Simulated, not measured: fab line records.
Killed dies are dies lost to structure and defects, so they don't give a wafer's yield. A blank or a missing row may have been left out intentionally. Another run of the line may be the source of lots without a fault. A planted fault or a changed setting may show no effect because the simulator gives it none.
Split-lot study -- flow n5-finfet -- on a route of 1938 steps: 7 lots, 21 wafers read

## ON THE SPLIT
At N5_BEOL_M1_ALD_98 (deposits SiO2, target thk 2.5 nm, pulse time 1 s, co reactant pulse time 1 s), the setting ald-cycles was moved away from the recipe's 17 on 10 of the 21 wafers read, by -11.8% to +17.6%. For the rest of the wafers, this setting stayed at what the recipe calls for.

The split's own step is where the reading is taken.

## THE READING
SiO2_of_BEOL_M1_ALD_98.thk-nm (the simulator's own value, which no gauge read), in nm, at N5_BEOL_M1_ALD_98 (deposits SiO2, target thk 2.5 nm, pulse time 1 s, co reactant pulse time 1 s). The file gives no usual value for it. The 11 wafers here that ran the recipe average 2.5 nm, standard deviation 0.096 nm.

wafer,"tool, chamber at the split",ald-cycles as run,against the recipe,"SiO2_of_BEOL_M1_ALD_98.thk-nm, nm",against lot-mates on the recipe
L074.3,"ald-sin-04, 0",17,recipe,2.6,-
L074.4,"ald-sin-04, 3,2",15,-11.8%,2.2,-0.4
L074.6,"ald-sin-04, 3,2",15,-11.8%,2.2,-0.4
L077.2,"ald-sin-04, 2,3",15,-11.8%,2.2,-0.4
L077.3,"ald-sin-04, 2,3",15,-11.8%,2.2,-0.4
L077.4,"ald-sin-04, 0",17,recipe,2.6,-
L076.2,"ald-sin-04, 3",18,+5.9%,2.6,+0.0
L076.3,"ald-sin-04, 0,1",17,recipe,2.6,-
L076.6,"ald-sin-04, 0,1",17,recipe,2.6,-
L078.1,"ald-sin-02, 3",19,+11.8%,2.8,+0.3
L078.2,"ald-sin-02, 0",17,recipe,2.6,-
L078.5,"ald-sin-02, 0",17,recipe,2.4,-
L079.1,"ald-sin-04, 0,3",19,+11.8%,2.8,+0.4
L079.3,"ald-sin-04, 0,3",19,+11.8%,2.8,+0.4
L079.5,"ald-sin-04, 2",17,recipe,2.4,-
L096.1,"ald-sin-02, 2,1",20,+17.6%,3,+0.6
L096.3,"ald-sin-02, 2,1",20,+17.6%,3,+0.6
L096.6,"ald-sin-02, 3",17,recipe,2.4,-
L097.1,"ald-sin-02, 1,3",17,recipe,2.6,-
L097.6,"ald-sin-02, 1,3",17,recipe,2.6,-
L097.2,"ald-sin-02, 0",17,recipe,2.4,-
If several chambers appear in one row, that row covers several wafers at once and the file leaves open which wafer was in which chamber.

FIT RESULTS
A straight line over all 21 wafers: SiO2_of_BEOL_M1_ALD_98.thk-nm changes by +0.0261 nm for each +1% of ald-cycles; r = +0.95; the points scatter about the line by 0.076 nm.
The same after taking each lot's own level away (the mean of its wafers on the recipe; 21 wafers): +0.0328 nm for each +1%; r = +0.97; scatter 0.069 nm.
On that fit, the largest move of ald-cycles shifts the reading by 0.58 nm.
The lots' own levels span 2.40 to 2.60 nm, that is 2.1 times the standard deviation above.
So the lot-to-lot level changes the slope: the two fits differ.
Check: for one of the wafers moved furthest among these (+17.6%), held out of the fit, the line's prediction against its lot-mates is +0.557 nm. Against them it came out at +0.6 nm.

## FURTHER SPLITS ON THESE WAFERS
Other splits were also applied to these wafers ahead of the reading. Each is held against what the fit with the lots' levels taken away leaves over:
other split on the same wafers,wafers away from the commonest value,r with SiO2_of_BEOL_M1_ALD_98.thk-nm (lot level and that fit taken away)
N5_MOL_CONTACT_COAG_EXPOSE_05 dose-mj,6,+0.07
N5_BEOL_M0_SAQP_EXPOSE_37 dose-mj,5,-0.11
N5_BEOL_M0_SAQP_DESCUM_45 time-s,5,+0.07
N5_BEOL_M1_DESCUM_33 time-s,4,+0.16

## FILE'S OWN FIT
SiO2_of_BEOL_M1_ALD_98.thk-nm changes by +0.0314 nm for each +1% of ald-cycles, r = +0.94.
